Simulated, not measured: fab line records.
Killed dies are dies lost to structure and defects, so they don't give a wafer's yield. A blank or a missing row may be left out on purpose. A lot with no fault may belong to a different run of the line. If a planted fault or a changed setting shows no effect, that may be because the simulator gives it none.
Problem report, 8D (eight disciplines) form, completed by code + flow nand harc + the parts of the form that need people (team, actions taken, sign-off) are left out

== 1. THE ISSUE ==
A mean of 1127 is read at NHARC_THIN_TSV_INSPECT_40 for raw defect count, taken on 1 wafer of 1 lot, against 573 (standard deviation 100) on wafers free of any fault. Relative to the usual mean, that is a shift of +5.5 standard deviations.
Earliest sighting: wafer L493.1 on defect inspect-01 at day 30 15:12. The record has a number at this step for 33 wafers belonging to 11 lots. By rule, "out" or "out of limits" means more than 4 standard deviations away from the usual mean. All remaining wafers that have a number are taken as sound.

== 2. WHAT IT IS, WHAT IT ISN'T ==
| question                    | is                | is not                                                                          |
|-----------------------------|-------------------|---------------------------------------------------------------------------------|
| which readings at this step | raw defect count  | -                                                                               |
| which lots                  | L493              | L476, L477, L478, L482, L483, L488, L489, L496, L498, L499                      |
| which wafers of those lots  | L493.1            | L493.3, L493.5                                                                  |
| read on which gauges        | defect inspect-01 | defect inspect-02                                                               |
| when                        | from day 30 15:12 | up to then (23 sound wafers); but 9 sound wafers of L496, L498, L499 came after |

== 3. SUSPECTS, AND WHAT RULES EACH OUT ==
Counting: if a tool at a process step up to the reading ran every lot that is out, it stays a suspect. Sound lots after the first of them don't rule it out here, since some wafers of a struck lot are sound.
- the gauge at NHARC_THIN_TSV_INSPECT_40 has been ruled out. All the wafers that are out were read on defect inspect-01, but those of them that NHARC_END_SORT_01 has rows for are out there too, on other tools.
- rie diel-09 at NHARC_THIN_TSV_DESCUM_14 (chemistry O2, time 3 s): kept. It ran the lot that is out, L493 (day 29 20:11); its last sound lot up to then is L482 (day 25 19:11).
- pecvd-01 at NHARC_THIN_TSV_DEP_47 (deposits SiO2, target thk 200 nm): kept. It ran the lot that is out, L493 (day 29 21:53); its last sound lot up to then is L478 (day 24 06:41).
- wet bench-10 at NHARC_THIN_TSV_STRIP_57 (strips in post etch residue remover, time 1200 s): kept. It ran the lot that is out, L493 (day 30 10:10); its last sound lot up to then is L488 (day 29 08:04).
- The sound lot-mates ran in chamber 0 of rie diel-09 at NHARC_THIN_TSV_DESCUM_14, but the wafers that are out ran in chamber 2.
Still standing after the count: rie diel-09 at NHARC_THIN_TSV_DESCUM_14, pecvd-01 at NHARC_THIN_TSV_DEP_47, wet bench-10 at NHARC_THIN_TSV_STRIP_57.

== 4. THE CAUSE (what the simulator had put in) ==
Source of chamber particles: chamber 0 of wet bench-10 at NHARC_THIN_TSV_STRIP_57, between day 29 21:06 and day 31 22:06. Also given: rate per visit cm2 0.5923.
This tool is one of the 3 suspects left after counting.

== 5. THE EFFECT CHAIN, in route order ==
One row per reading whose mean, taken over the struck wafers that have a number, lies over 3 standard deviations from the usual. Readings are gone through only where the record gives a usual standard deviation; hours: the median, over the lots, of the time from a lot's start at the first step in this table giving one to that lot's start at this step; sigmas: the change measured in usual standard deviations.
| hours | step                      | reading          | usual | on struck wafers | change | sigmas |
|-------|---------------------------|------------------|-------|------------------|--------|--------|
| 0     | NHARC_THIN_TSV_INSPECT_40 | raw defect count | 573   | 1127             | +554   | +5.5   |
| 3     | NHARC_END_SORT_01         | killed at other  | 0.6   | 50.0             | +49.4  | +60    |

== 6. HOW IT WOULD HAVE BEEN CAUGHT EARLIER ==
In this record the first reading out of limits at a measuring or inspecting step was taken at day 30 15:12, 18 hours after the fault began at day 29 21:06.
All the lots that are out (1) had begun NHARC_THIN_TSV_STRIP_57 on wet bench-10 by day 30 15:12. Holding the tool at that point would not have protected any of them.
